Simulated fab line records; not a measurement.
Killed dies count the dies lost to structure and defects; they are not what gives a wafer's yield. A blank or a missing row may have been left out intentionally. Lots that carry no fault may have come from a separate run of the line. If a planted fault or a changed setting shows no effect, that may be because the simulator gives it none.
fab line records || flow nand-harc || part 2 of 2: steps 23 to 30 of 30
[record] {"lots": 5, "wafers": 15, "last-day": 31}
route steps=1302 shown A_CHANNEL_HOLE_D1@477 A_CHANNEL_FILL_D1@490
lots that met no fault: from a run of the same line without faults
start-h: start of the lot's first displayed wafer, in hours after the record's first day || wait-h: time in hours since the lot's previous step || " as in the row above || L1.1+2: a single row standing in for several wafers || - value missing, or start not given || * or withheld: withheld || < > ~ a bound
route shown NAME@n: NAME is a module with steps in the file, n the number in the route of the first one || usual: average and standard deviation across the fault-free wafers || same: alike in all rows || chamber/n: place in a boat || sites: per-site readings || _std_site: standard deviation across them || _edge_site: the outer-site mean with the inner-site mean subtracted || radius-mm: for every site, how far away it sits from the centre of the wafer || mask NAME#n: copy n || behind: the tool/chamber that last shaped the wafer || hold: what put the lot on hold/how long, in hours/how the hold closed || device: the transistor (n, p or np) that didn't switch || end of line: the tests these same wafers got at the end of their route || a step given without rows: its recipe and nothing more || killed: dies lost to structure and defects at the first sort, not the wafer's yield || map: the dies of a wafer, with x for killed, . for not killed, _ for no die there
set.NAME: the setting the step ran with; set.NAME@STEP: the setting that earlier step ran with || model.NAME: the simulator's own value behind a step, which no gauge read
lots at some steps of the route; a table a step, a row a wafer
services: a tool's chamber out of use, with start hour (start-h, from the record's first day; less than 0 if before it), hours out, and reason
[[steps]]
[step NHARC_A_CHANNEL_FILL_D1_ETCHBACK_19]
[recipe] {"target-depth-a": 50, "time-s": 1.7, "hbr-flow-sccm": 150, "cl2-flow-sccm": 50, "rf-w": 400, "icp-w": 400, "bias-w": 100, "chemistry": "HBr/Cl2"}
[usual] {"drypump-motor-current-A": "5.6/0.31", "hbr-flow-sccm": "150.0/0.55", "oes-product-au": "1.002/0.014", "throttle-valve-pct": "26.406/0.0089"}
{"lot.wafer": "L076.2", "tool": "rie-si-04", "chamber": 3, "start-h": 225.81, "wait-h": 0.4, "drypump-motor-current-A": 5.4, "hbr-flow-sccm": 150.4, "oes-product-au": 1.005, "rf-hours-counter-h": 0.30, "throttle-valve-pct": 26.402}
{"lot.wafer": "L076.1", "tool": "rie-si-04", "chamber": 1, "start-h": 225.81, "wait-h": 0.4, "drypump-motor-current-A": 5.4, "hbr-flow-sccm": 149.8, "oes-product-au": 0.997, "rf-hours-counter-h": 0.25, "throttle-valve-pct": 26.402}
{"lot.wafer": "L076.5", "tool": "rie-si-04", "chamber": 3, "start-h": 225.81, "wait-h": 0.4, "drypump-motor-current-A": 5.4, "hbr-flow-sccm": 150.1, "oes-product-au": 0.997, "rf-hours-counter-h": "-", "throttle-valve-pct": 26.404}
{"lot.wafer": "L081.3", "tool": "rie-si-05", "chamber": 3, "start-h": 285.31, "wait-h": 0.4, "drypump-motor-current-A": 5.3, "hbr-flow-sccm": 149.4, "oes-product-au": 1.008, "rf-hours-counter-h": 0.82, "throttle-valve-pct": 26.408}
{"lot.wafer": "L081.2", "tool": "rie-si-05", "chamber": 1, "start-h": 285.31, "wait-h": 0.4, "drypump-motor-current-A": 5.7, "hbr-flow-sccm": 150.2, "oes-product-au": 0.982, "rf-hours-counter-h": 0.84, "throttle-valve-pct": 26.395}
{"lot.wafer": "L081.5", "tool": "rie-si-05", "chamber": 0, "start-h": 285.31, "wait-h": 0.4, "drypump-motor-current-A": 6.3, "hbr-flow-sccm": 150.5, "oes-product-au": 1.012, "rf-hours-counter-h": "-", "throttle-valve-pct": 26.404}
{"lot.wafer": "L083.4", "tool": "rie-si-02", "chamber": 2, "start-h": 307.85, "wait-h": 0.4, "drypump-motor-current-A": 5.7, "hbr-flow-sccm": 150.0, "oes-product-au": 1.044, "rf-hours-counter-h": 0.12, "throttle-valve-pct": 26.379}
{"lot.wafer": "L083.3", "tool": "rie-si-02", "chamber": 3, "start-h": 307.85, "wait-h": 0.4, "drypump-motor-current-A": 6.1, "hbr-flow-sccm": 150.4, "oes-product-au": 0.997, "rf-hours-counter-h": 0.17, "throttle-valve-pct": 26.403}
{"lot.wafer": "L083.5", "tool": "rie-si-02", "chamber": 1, "start-h": 307.85, "wait-h": 0.4, "drypump-motor-current-A": 5.5, "hbr-flow-sccm": 149.8, "oes-product-au": 1.017, "rf-hours-counter-h": "-", "throttle-valve-pct": 26.420}
{"lot.wafer": "L086.3", "tool": "rie-si-05", "chamber": 0, "start-h": 337.25, "wait-h": 0.4, "drypump-motor-current-A": 6.3, "hbr-flow-sccm": 150.1, "oes-product-au": 1.025, "rf-hours-counter-h": 0.11, "throttle-valve-pct": 26.420}
{"lot.wafer": "L086.1", "tool": "rie-si-05", "chamber": 2, "start-h": 337.25, "wait-h": 0.4, "drypump-motor-current-A": 5.3, "hbr-flow-sccm": 150.1, "oes-product-au": 0.997, "rf-hours-counter-h": 0.13, "throttle-valve-pct": 26.415}
{"lot.wafer": "L086.5", "tool": "rie-si-05", "chamber": 3, "start-h": 337.25, "wait-h": 0.4, "drypump-motor-current-A": 5.3, "hbr-flow-sccm": 150.3, "oes-product-au": 0.999, "rf-hours-counter-h": "-", "throttle-valve-pct": 26.405}
{"lot.wafer": "L094.2", "tool": "rie-si-05", "chamber": 3, "start-h": 404.03, "wait-h": 0.4, "drypump-motor-current-A": 5.3, "hbr-flow-sccm": 149.8, "oes-product-au": 0.981, "rf-hours-counter-h": 0.42, "throttle-valve-pct": 26.407}
{"lot.wafer": "L094.1", "tool": "rie-si-05", "chamber": 2, "start-h": 404.03, "wait-h": 0.4, "drypump-motor-current-A": 5.3, "hbr-flow-sccm": 149.9, "oes-product-au": 0.982, "rf-hours-counter-h": 0.43, "throttle-valve-pct": 26.415}
{"lot.wafer": "L094.5", "tool": "rie-si-05", "chamber": 0, "start-h": 404.03, "wait-h": 0.4, "drypump-motor-current-A": 6.3, "hbr-flow-sccm": 150.6, "oes-product-au": 1.016, "rf-hours-counter-h": "-", "throttle-valve-pct": 26.403}
[step NHARC_A_CHANNEL_FILL_D1_ETCHBACK_20]
[recipe] {"target-depth-a": 270, "time-s": 13.5, "c4f8-flow-sccm": "withheld", "o2-flow-sccm": 8, "ar-flow-sccm": "withheld", "rf-w": 600, "bias-w": 1500, "chemistry": "C4F8/O2/Ar"}
[usual] {"oes-product-au": "0.96/0.037", "rf-vpp-V": "979/6"}
{"lot.wafer": "L076.1", "tool": "rie-diel-09", "chamber": 2, "start-h": 225.97, "wait-h": "-", "oes-product-au": 0.92, "rf-hours-counter-h": 3.1, "rf-vpp-V": 969}
{"lot.wafer": "L076.2", "tool": "rie-diel-09", "chamber": 3, "start-h": 225.97, "wait-h": "-", "oes-product-au": 0.92, "rf-hours-counter-h": 3.2, "rf-vpp-V": 984}
{"lot.wafer": "L076.5", "tool": "rie-diel-09", "chamber": 2, "start-h": 225.97, "wait-h": "-", "oes-product-au": 0.93, "rf-hours-counter-h": "-", "rf-vpp-V": 970}
{"lot.wafer": "L081.3", "tool": "rie-diel-09", "chamber": 0, "start-h": 285.46, "wait-h": "-", "oes-product-au": 0.92, "rf-hours-counter-h": 5.7, "rf-vpp-V": 973}
{"lot.wafer": "L081.2", "tool": "rie-diel-09", "chamber": 1, "start-h": 285.46, "wait-h": "-", "oes-product-au": 0.93, "rf-hours-counter-h": 5.4, "rf-vpp-V": 983}
{"lot.wafer": "L081.5", "tool": "rie-diel-09", "chamber": 3, "start-h": 285.46, "wait-h": "-", "oes-product-au": 0.93, "rf-hours-counter-h": "-", "rf-vpp-V": 981}
{"lot.wafer": "L083.3", "tool": "rie-diel-09", "chamber": 1, "start-h": 307.96, "wait-h": "-", "oes-product-au": 0.92, "rf-hours-counter-h": 6.6, "rf-vpp-V": 984}
{"lot.wafer": "L083.4", "tool": "rie-diel-09", "chamber": 2, "start-h": 307.96, "wait-h": "-", "oes-product-au": 0.90, "rf-hours-counter-h": 7.5, "rf-vpp-V": 968}
{"lot.wafer": "L083.5", "tool": "rie-diel-09", "chamber": 1, "start-h": 307.96, "wait-h": "-", "oes-product-au": 0.93, "rf-hours-counter-h": "-", "rf-vpp-V": 984}
{"lot.wafer": "L086.1", "tool": "rie-diel-10", "chamber": 0, "start-h": 337.38, "wait-h": "-", "oes-product-au": 0.95, "rf-hours-counter-h": 5.6, "rf-vpp-V": 976}
{"lot.wafer": "L086.3", "tool": "rie-diel-10", "chamber": 1, "start-h": 337.38, "wait-h": "-", "oes-product-au": 0.94, "rf-hours-counter-h": 5.8, "rf-vpp-V": 977}
{"lot.wafer": "L086.5", "tool": "rie-diel-10", "chamber": 3, "start-h": 337.38, "wait-h": "-", "oes-product-au": 0.91, "rf-hours-counter-h": "-", "rf-vpp-V": 974}
{"lot.wafer": "L094.1", "tool": "rie-diel-02", "chamber": 3, "start-h": 404.17, "wait-h": "-", "oes-product-au": 1.01, "rf-hours-counter-h": 0.2, "rf-vpp-V": 985}
{"lot.wafer": "L094.2", "tool": "rie-diel-02", "chamber": 1, "start-h": 404.17, "wait-h": "-", "oes-product-au": 0.97, "rf-hours-counter-h": 0.1, "rf-vpp-V": 980}
{"lot.wafer": "L094.5", "tool": "rie-diel-02", "chamber": 2, "start-h": 404.17, "wait-h": "-", "oes-product-au": 1.01, "rf-hours-counter-h": "-", "rf-vpp-V": 984}
[step NHARC_A_CHANNEL_FILL_D1_STRIP_28]
[recipe] {"time-s": 20, "o2-flow-sccm": 500, "ar-flow-sccm": 0, "bias-w": 0, "chemistry": "O2"}
[usual] {"drypump-motor-current-A": "5.6/0.49", "oes-product-au": "0.999/0.012", "rf-vpp-V": "57.8/0.84", "showerhead-plenum-p-Torr": "3.54/0.15", "throttle-valve-pct": "17.035/0.0087"}
{"lot.wafer": "L076.2", "tool": "rie-diel-09", "chamber": 3, "start-h": 226.11, "wait-h": 0.1, "drypump-motor-current-A": 5.6, "oes-product-au": 0.991, "rf-hours-counter-h": 3.2, "rf-vpp-V": 57.3, "showerhead-plenum-p-Torr": 3.63, "throttle-valve-pct": 17.030}
{"lot.wafer": "L076.1", "tool": "rie-diel-09", "chamber": 2, "start-h": 226.11, "wait-h": 0.1, "drypump-motor-current-A": 6.3, "oes-product-au": 1.002, "rf-hours-counter-h": 3.1, "rf-vpp-V": 57.1, "showerhead-plenum-p-Torr": 3.30, "throttle-valve-pct": 17.060}
{"lot.wafer": "L076.5", "tool": "rie-diel-09", "chamber": 3, "start-h": 226.11, "wait-h": 0.1, "drypump-motor-current-A": 5.6, "oes-product-au": 0.993, "rf-hours-counter-h": "-", "rf-vpp-V": 57.5, "showerhead-plenum-p-Torr": 3.63, "throttle-valve-pct": 17.037}
{"lot.wafer": "L081.2", "tool": "rie-diel-09", "chamber": 2, "start-h": 285.53, "wait-h": 0.1, "drypump-motor-current-A": 6.2, "oes-product-au": 0.995, "rf-hours-counter-h": 6.3, "rf-vpp-V": 58.3, "showerhead-plenum-p-Torr": 3.30, "throttle-valve-pct": 17.026}
{"lot.wafer": "L081.3", "tool": "rie-diel-09", "chamber": 1, "start-h": 285.53, "wait-h": 0.1, "drypump-motor-current-A": 5.8, "oes-product-au": 1.006, "rf-hours-counter-h": 5.4, "rf-vpp-V": 57.5, "showerhead-plenum-p-Torr": 3.65, "throttle-valve-pct": 17.046}
{"lot.wafer": "L081.5", "tool": "rie-diel-09", "chamber": 2, "start-h": 285.53, "wait-h": 0.1, "drypump-motor-current-A": 6.2, "oes-product-au": 0.999, "rf-hours-counter-h": "-", "rf-vpp-V": 55.7, "showerhead-plenum-p-Torr": 3.30, "throttle-valve-pct": 17.032}
{"lot.wafer": "L083.4", "tool": "rie-diel-09", "chamber": 1, "start-h": 308.05, "wait-h": 0.1, "drypump-motor-current-A": 5.8, "oes-product-au": 0.989, "rf-hours-counter-h": 6.6, "rf-vpp-V": 57.6, "showerhead-plenum-p-Torr": 3.65, "throttle-valve-pct": 17.025}
{"lot.wafer": "L083.3", "tool": "rie-diel-09", "chamber": 3, "start-h": 308.05, "wait-h": 0.1, "drypump-motor-current-A": 5.6, "oes-product-au": 1.006, "rf-hours-counter-h": 7.8, "rf-vpp-V": 59.1, "showerhead-plenum-p-Torr": 3.63, "throttle-valve-pct": 17.038}
{"lot.wafer": "L083.5", "tool": "rie-diel-09", "chamber": 1, "start-h": 308.05, "wait-h": 0.1, "drypump-motor-current-A": 5.8, "oes-product-au": 0.999, "rf-hours-counter-h": "-", "rf-vpp-V": 58.2, "showerhead-plenum-p-Torr": 3.65, "throttle-valve-pct": 17.039}
{"lot.wafer": "L086.1", "tool": "rie-diel-10", "chamber": 3, "start-h": 337.46, "wait-h": 0.1, "drypump-motor-current-A": 6.4, "oes-product-au": 0.988, "rf-hours-counter-h": 6.7, "rf-vpp-V": 56.3, "showerhead-plenum-p-Torr": 3.41, "throttle-valve-pct": 17.017}
{"lot.wafer": "L086.3", "tool": "rie-diel-10", "chamber": 2, "start-h": 337.46, "wait-h": 0.1, "drypump-motor-current-A": 5.2, "oes-product-au": 1.006, "rf-hours-counter-h": 6.3, "rf-vpp-V": 59.1, "showerhead-plenum-p-Torr": 3.78, "throttle-valve-pct": 17.023}
{"lot.wafer": "L086.5", "tool": "rie-diel-10", "chamber": 3, "start-h": 337.46, "wait-h": 0.1, "drypump-motor-current-A": 6.4, "oes-product-au": 0.998, "rf-hours-counter-h": "-", "rf-vpp-V": 56.3, "showerhead-plenum-p-Torr": 3.41, "throttle-valve-pct": 17.043}
{"lot.wafer": "L094.2", "tool": "rie-diel-02", "chamber": 0, "start-h": 404.25, "wait-h": 0.1, "drypump-motor-current-A": 5.3, "oes-product-au": 1.009, "rf-hours-counter-h": 0.1, "rf-vpp-V": 58.7, "showerhead-plenum-p-Torr": 3.68, "throttle-valve-pct": 17.026}
{"lot.wafer": "L094.1", "tool": "rie-diel-02", "chamber": 2, "start-h": 404.25, "wait-h": 0.1, "drypump-motor-current-A": 4.9, "oes-product-au": 1.011, "rf-hours-counter-h": 0.1, "rf-vpp-V": 58.6, "showerhead-plenum-p-Torr": 3.66, "throttle-valve-pct": 17.046}
{"lot.wafer": "L094.5", "tool": "rie-diel-02", "chamber": 0, "start-h": 404.25, "wait-h": 0.1, "drypump-motor-current-A": 5.3, "oes-product-au": 1.009, "rf-hours-counter-h": "-", "rf-vpp-V": 58.1, "showerhead-plenum-p-Torr": 3.68, "throttle-valve-pct": 17.048}
[step NHARC_A_CHANNEL_FILL_D1_PRECLEAN_21]
[recipe] {"time-s": 30, "chemistry": "dHF"}
{"lot.wafer": "L076.2+5+1", "tool": "wet-bench-01", "chamber": "6,7,0", "start-h": 226.23, "wait-h": 0.1}
{"lot.wafer": "L081.2+3+5", "tool": "wet-bench-02", "chamber": "1,3,4", "start-h": 285.63, "wait-h": "-"}
{"lot.wafer": "L083.5+3+4", "tool": "wet-bench-03", "chamber": "7,0,2", "start-h": 308.15, "wait-h": "-"}
{"lot.wafer": "L086.1+3+5", "tool": "wet-bench-02", "chamber": "2,3,6", "start-h": 337.56, "wait-h": "-"}
{"lot.wafer": "L094.1+5+2", "tool": "wet-bench-01", "chamber": "4,5,6", "start-h": 404.36, "wait-h": "-"}
[step NHARC_A_CHANNEL_FILL_D1_SRD_23]
{"lot.wafer": "L076.2+5+1", "tool": "wet-bench-01", "chamber": "6,7,0", "start-h": 226.26, "wait-h": 0.0}
{"lot.wafer": "L081.2+3+5", "tool": "wet-bench-02", "chamber": "1,3,4", "start-h": 285.65, "wait-h": 0.0}
{"lot.wafer": "L083.5+3+4", "tool": "wet-bench-03", "chamber": "7,0,2", "start-h": 308.18, "wait-h": 0.0}
{"lot.wafer": "L086.1+3+5", "tool": "wet-bench-02", "chamber": "2,3,6", "start-h": "-", "wait-h": "-"}
{"lot.wafer": "L094.1+5+2", "tool": "wet-bench-01", "chamber": "4,5,6", "start-h": 404.38, "wait-h": 0.0}
[step NHARC_A_CHANNEL_FILL_D1_CVD_05]
[recipe] {"target-thk-a": 50, "temp-c": 550, "material": "poly-Si"}
[usual] {"spike-tc-upper-C": "549.2/1.2", "tube-center-temp-C": "550/0.049"}
{"lot.wafer": "L076.1", "tool": "lpcvd-poly-04", "chamber": 0, "start-h": 228.65, "wait-h": 2.4, "spike-tc-upper-C": 549.6, "tube-center-temp-C": 549.89}
{"lot.wafer": "L076.2", "tool": "lpcvd-poly-04", "chamber": 0, "start-h": 228.65, "wait-h": 2.4, "spike-tc-upper-C": 550.5, "tube-center-temp-C": 549.98}
{"lot.wafer": "L076.5", "tool": "lpcvd-poly-04", "chamber": 0, "start-h": 228.65, "wait-h": 2.4, "spike-tc-upper-C": 549.9, "tube-center-temp-C": 550.03}
{"lot.wafer": "L081.2", "tool": "lpcvd-poly-01", "chamber": 0, "start-h": 287.93, "wait-h": 2.3, "spike-tc-upper-C": 546.7, "tube-center-temp-C": 550}
{"lot.wafer": "L081.3", "tool": "lpcvd-poly-01", "chamber": 0, "start-h": 287.93, "wait-h": 2.3, "spike-tc-upper-C": 547.9, "tube-center-temp-C": 550.02}
{"lot.wafer": "L081.5", "tool": "lpcvd-poly-01", "chamber": 0, "start-h": 287.93, "wait-h": 2.3, "spike-tc-upper-C": 548.5, "tube-center-temp-C": 549.99}
{"lot.wafer": "L083.3", "tool": "lpcvd-poly-02", "chamber": 0, "start-h": 310.52, "wait-h": 2.3, "spike-tc-upper-C": 550.7, "tube-center-temp-C": 550.01}
{"lot.wafer": "L083.4", "tool": "lpcvd-poly-02", "chamber": 0, "start-h": 310.52, "wait-h": 2.3, "spike-tc-upper-C": 550.8, "tube-center-temp-C": 550.05}
{"lot.wafer": "L083.5", "tool": "lpcvd-poly-02", "chamber": 0, "start-h": 310.52, "wait-h": 2.3, "spike-tc-upper-C": 549.8, "tube-center-temp-C": 549.96}
{"lot.wafer": "L086.1", "tool": "lpcvd-poly-02", "chamber": 0, "start-h": 341.68, "wait-h": "-", "spike-tc-upper-C": 549.2, "tube-center-temp-C": 550.11}
{"lot.wafer": "L086.3", "tool": "lpcvd-poly-02", "chamber": 0, "start-h": 341.68, "wait-h": "-", "spike-tc-upper-C": 548.7, "tube-center-temp-C": 550.03}
{"lot.wafer": "L086.5", "tool": "lpcvd-poly-02", "chamber": 0, "start-h": 341.68, "wait-h": "-", "spike-tc-upper-C": 549.4, "tube-center-temp-C": 550}
{"lot.wafer": "L094.1", "tool": "lpcvd-poly-04", "chamber": 0, "start-h": 406.82, "wait-h": 2.4, "spike-tc-upper-C": 549.6, "tube-center-temp-C": 549.97}
{"lot.wafer": "L094.2", "tool": "lpcvd-poly-04", "chamber": 0, "start-h": 406.82, "wait-h": 2.4, "spike-tc-upper-C": 550.0, "tube-center-temp-C": 550.04}
{"lot.wafer": "L094.5", "tool": "lpcvd-poly-04", "chamber": 0, "start-h": 406.82, "wait-h": 2.4, "spike-tc-upper-C": 550.8, "tube-center-temp-C": 550.03}
[step NHARC_A_CHANNEL_FILL_D1_ANNEAL_22]
[recipe] {"temp-c": 620, "time-s": 7200}
[usual] {"spike-tc-upper-C": "620.1/1.3", "tube-center-temp-C": "619.99/0.053"}
{"lot.wafer": "L076.1", "tool": "furnace-01", "chamber": 0, "start-h": 234.36, "wait-h": 3.9, "spike-tc-upper-C": 619.4, "tube-center-temp-C": 619.97}
{"lot.wafer": "L076.2", "tool": "furnace-01", "chamber": 0, "start-h": 234.36, "wait-h": 3.9, "spike-tc-upper-C": 617.9, "tube-center-temp-C": 620.1}
{"lot.wafer": "L076.5", "tool": "furnace-01", "chamber": 0, "start-h": 234.36, "wait-h": 3.9, "spike-tc-upper-C": 619.5, "tube-center-temp-C": 620.02}
{"lot.wafer": "L081.2", "tool": "furnace-07", "chamber": 0, "start-h": 293.25, "wait-h": 3.5, "spike-tc-upper-C": 621.3, "tube-center-temp-C": 620.05}
{"lot.wafer": "L081.3", "tool": "furnace-07", "chamber": 0, "start-h": 293.25, "wait-h": 3.5, "spike-tc-upper-C": 622.4, "tube-center-temp-C": 620.06}
{"lot.wafer": "L081.5", "tool": "furnace-07", "chamber": 0, "start-h": 293.25, "wait-h": 3.5, "spike-tc-upper-C": 621.3, "tube-center-temp-C": 619.95}
{"lot.wafer": "L083.3", "tool": "furnace-02", "chamber": 0, "start-h": 315.79, "wait-h": 3.4, "spike-tc-upper-C": 623.1, "tube-center-temp-C": 619.98}
{"lot.wafer": "L083.4", "tool": "furnace-02", "chamber": 0, "start-h": 315.79, "wait-h": 3.4, "spike-tc-upper-C": 620.3, "tube-center-temp-C": 620.01}
{"lot.wafer": "L083.5", "tool": "furnace-02", "chamber": 0, "start-h": 315.79, "wait-h": 3.4, "spike-tc-upper-C": 622.9, "tube-center-temp-C": 620}
{"lot.wafer": "L086.1", "tool": "furnace-02", "chamber": 0, "start-h": 348.91, "wait-h": 5.4, "spike-tc-upper-C": 620.3, "tube-center-temp-C": 620.03}
{"lot.wafer": "L086.3", "tool": "furnace-02", "chamber": 0, "start-h": 348.91, "wait-h": 5.4, "spike-tc-upper-C": 621.9, "tube-center-temp-C": 620.07}
{"lot.wafer": "L086.5", "tool": "furnace-02", "chamber": 0, "start-h": 348.91, "wait-h": 5.4, "spike-tc-upper-C": 620.3, "tube-center-temp-C": 620.03}
{"lot.wafer": "L094.1", "tool": "furnace-01", "chamber": 0, "start-h": 413.69, "wait-h": 5.0, "spike-tc-upper-C": 619.4, "tube-center-temp-C": 620}
{"lot.wafer": "L094.2", "tool": "furnace-01", "chamber": 0, "start-h": 413.69, "wait-h": 5.0, "spike-tc-upper-C": 620.4, "tube-center-temp-C": 620.02}
{"lot.wafer": "L094.5", "tool": "furnace-01", "chamber": 0, "start-h": 413.69, "wait-h": 5.0, "spike-tc-upper-C": 618.2, "tube-center-temp-C": 619.88}
[step NHARC_A_CHANNEL_FILL_D1_ALD_25]
[recipe] {"target-thk-a": 600, "pulse-time-s": 10, "ald-cycles": 600, "temp-c": 300, "material": "SiOx"}
[usual] {"heater-power-w": "467/49", "precursor-pulse-height-rel": "1.001/0.02"}
{"lot.wafer": "L076.1", "tool": "ald-hk-03", "chamber": 2, "start-h": 238.92, "wait-h": 0.7, "heater-power-w": 373, "precursor-pulse-height-rel": 0.984, "since-wet-clean-h": 18}
{"lot.wafer": "L076.2", "tool": "ald-hk-03", "chamber": 0, "start-h": 240.16, "wait-h": 1.9, "heater-power-w": 431, "precursor-pulse-height-rel": 0.991, "since-wet-clean-h": 19}
{"lot.wafer": "L076.5", "tool": "ald-hk-03", "chamber": 2, "start-h": 241.41, "wait-h": 3.2, "heater-power-w": 379, "precursor-pulse-height-rel": 1.019, "since-wet-clean-h": "-"}
{"lot.wafer": "L081.3", "tool": "ald-hk-02", "chamber": 2, "start-h": 297.96, "wait-h": 0.7, "heater-power-w": 443, "precursor-pulse-height-rel": 1.002, "since-wet-clean-h": 119}
{"lot.wafer": "L081.2", "tool": "ald-hk-02", "chamber": 0, "start-h": 299.21, "wait-h": 1.9, "heater-power-w": 468, "precursor-pulse-height-rel": 1.009, "since-wet-clean-h": 120}
{"lot.wafer": "L081.5", "tool": "ald-hk-02", "chamber": 2, "start-h": 300.45, "wait-h": 3.2, "heater-power-w": 423, "precursor-pulse-height-rel": 1.034, "since-wet-clean-h": "-"}
{"lot.wafer": "L083.3", "tool": "ald-hk-02", "chamber": 0, "start-h": 321.06, "wait-h": 1.3, "heater-power-w": 471, "precursor-pulse-height-rel": 1.005, "since-wet-clean-h": 142}
{"lot.wafer": "L083.4", "tool": "ald-hk-02", "chamber": 1, "start-h": 321.06, "wait-h": 1.3, "heater-power-w": 473, "precursor-pulse-height-rel": 1.008, "since-wet-clean-h": 143}
{"lot.wafer": "L083.5", "tool": "ald-hk-02", "chamber": 2, "start-h": 321.06, "wait-h": 1.3, "heater-power-w": 434, "precursor-pulse-height-rel": 1.000, "since-wet-clean-h": "-"}
{"lot.wafer": "L086.1", "tool": "ald-hk-01", "chamber": 3, "start-h": 353.66, "wait-h": 0.7, "heater-power-w": 435, "precursor-pulse-height-rel": 1.013, "since-wet-clean-h": 44}
{"lot.wafer": "L086.3", "tool": "ald-hk-01", "chamber": 0, "start-h": 353.66, "wait-h": 0.7, "heater-power-w": 550, "precursor-pulse-height-rel": 1.015, "since-wet-clean-h": 45}
{"lot.wafer": "L086.5", "tool": "ald-hk-01", "chamber": 3, "start-h": 356.14, "wait-h": 3.1, "heater-power-w": 433, "precursor-pulse-height-rel": 1.021, "since-wet-clean-h": "-"}
{"lot.wafer": "L094.2", "tool": "ald-hk-03", "chamber": 2, "start-h": 420.21, "wait-h": 2.5, "heater-power-w": 376, "precursor-pulse-height-rel": 0.994, "since-wet-clean-h": 20}
{"lot.wafer": "L094.1", "tool": "ald-hk-03", "chamber": 3, "start-h": 421.44, "wait-h": 3.7, "heater-power-w": 546, "precursor-pulse-height-rel": 1.001, "since-wet-clean-h": 21}
{"lot.wafer": "L094.5", "tool": "ald-hk-03", "chamber": 0, "start-h": 422.67, "wait-h": 5.0, "heater-power-w": 447, "precursor-pulse-height-rel": 1.018, "since-wet-clean-h": "-"}
[[services]]
{"tool": "rie-diel-04", "chamber": "-", "start-h": 177.90, "hours": 9.0, "kind": "pm"}
{"tool": "rie-diel-09", "chamber": 1, "start-h": 216.74, "hours": 9.8, "kind": "repair"}
{"tool": "rie-diel-09", "chamber": 0, "start-h": 221.90, "hours": 7.7, "kind": "repair"}
{"tool": "wet-bench-02", "chamber": "-", "start-h": 244.00, "hours": 8.0, "kind": "pm"}
{"tool": "rie-diel-09", "chamber": 2, "start-h": 255.49, "hours": 2.4, "kind": "repair"}
{"tool": "rie-diel-13", "chamber": 1, "start-h": 268.90, "hours": 7.9, "kind": "repair"}
{"tool": "wet-bench-01", "chamber": "-", "start-h": 277.67, "hours": 8.0, "kind": "pm"}
{"tool": "rie-diel-04", "chamber": 0, "start-h": 282.03, "hours": 9.4, "kind": "repair"}
{"tool": "rie-diel-03", "chamber": "-", "start-h": 284.71, "hours": 9.0, "kind": "pm"}
{"tool": "rie-diel-13", "chamber": 0, "start-h": 292.49, "hours": 14.5, "kind": "repair"}
{"tool": "rie-diel-13", "chamber": 3, "start-h": 293.80, "hours": 16.0, "kind": "repair"}
{"tool": "rie-diel-13", "chamber": "-", "start-h": 298.38, "hours": 0.2, "kind": "repair"}
{"tool": "rie-diel-04", "chamber": "-", "start-h": 299.06, "hours": 0.3, "kind": "repair"}
{"tool": "rie-diel-09", "chamber": "-", "start-h": 318.29, "hours": 0.4, "kind": "repair"}
{"tool": "rie-diel-09", "chamber": "-", "start-h": 320.12, "hours": 9.0, "kind": "pm"}
{"tool": "rie-diel-03", "chamber": 1, "start-h": 336.74, "hours": 2.4, "kind": "repair"}
{"tool": "rie-diel-03", "chamber": "-", "start-h": 339.64, "hours": 0.6, "kind": "repair"}
{"tool": "rie-diel-09", "chamber": 2, "start-h": 344.49, "hours": 3.1, "kind": "repair"}
{"tool": "rie-diel-04", "chamber": "-", "start-h": 354.90, "hours": 9.0, "kind": "pm"}
{"tool": "rie-diel-09", "chamber": 1, "start-h": 361.73, "hours": 29.0, "kind": "repair"}
{"tool": "wet-bench-01", "chamber": "-", "start-h": 364.75, "hours": 2.9, "kind": "repair"}
{"tool": "har-etch-02", "chamber": "-", "start-h": 379.67, "hours": 17.0, "kind": "pm"}
{"tool": "rie-diel-04", "chamber": 2, "start-h": 399.18, "hours": 15.8, "kind": "repair"}
{"tool": "wet-bench-02", "chamber": "-", "start-h": 420.00, "hours": 8.0, "kind": "pm"}
